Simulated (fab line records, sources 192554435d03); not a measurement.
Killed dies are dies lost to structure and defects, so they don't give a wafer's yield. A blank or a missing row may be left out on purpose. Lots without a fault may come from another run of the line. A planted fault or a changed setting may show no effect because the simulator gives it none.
Chamber matching | flow n5_finfet | N5_BEOL_M0_CUTY_ETCH_63 on rie_diel-05: 4 sister chambers
The step etches SOC in N2/H2, target depth 82.7 nm, overetch 16.5 nm, time 124 s. 4 wafers are shown with their chamber, then 8 later ones without.

WAFERS WITH THEIR CHAMBER
wafer  | chamber | drypump_motor_current_A (A)
L083.6 | 2       | 6.1
L091.1 | 3       | 5.6
L091.3 | 1       | 5.5
L094.1 | 0       | 5.5

WAFERS WITHOUT THEIR CHAMBER
wafer  | drypump_motor_current_A (A)
L094.5 | 6.2
L094.6 | 5.5
L096.1 | 5.6
L096.2 | 5.6
L096.5 | 5.5
L097.2 | 5.6
L097.3 | 6.2
L097.6 | 5.6

WHICH CHAMBER EACH WENT THROUGH
wafer  | from the rows above          | in truth
L094.5 | 2                            | 2
L094.6 | can't be placed: 0 or 1 or 3 | 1
L096.1 | can't be placed: 3 or 0 or 1 | 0
L096.2 | can't be placed: 3 or 0 or 1 | 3
L096.5 | can't be placed: 0 or 1 or 3 | 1
L097.2 | can't be placed: 3 or 0 or 1 | 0
L097.3 | 2                            | 2
L097.6 | can't be placed: 3 or 0 or 1 | 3
Placed correctly: 2 of 8. Can't be placed from these rows: 6 (the true chamber is among the candidates in 6). Placed wrongly: 0.
How it was worked out, from the rows above alone: a wafer's distance from a chamber is the root of the sum, over the readings, of the square of ((its reading less the chamber's mean) divided by the reading's scatter). The wafer belongs to the nearest chamber; if the next one is less than 2 further off, it can't be placed. A chamber's mean is the mean of its shown wafers. The scatter: with one shown wafer a chamber, the root of the mean of the squares of how far each hidden wafer lies from its nearest shown one.
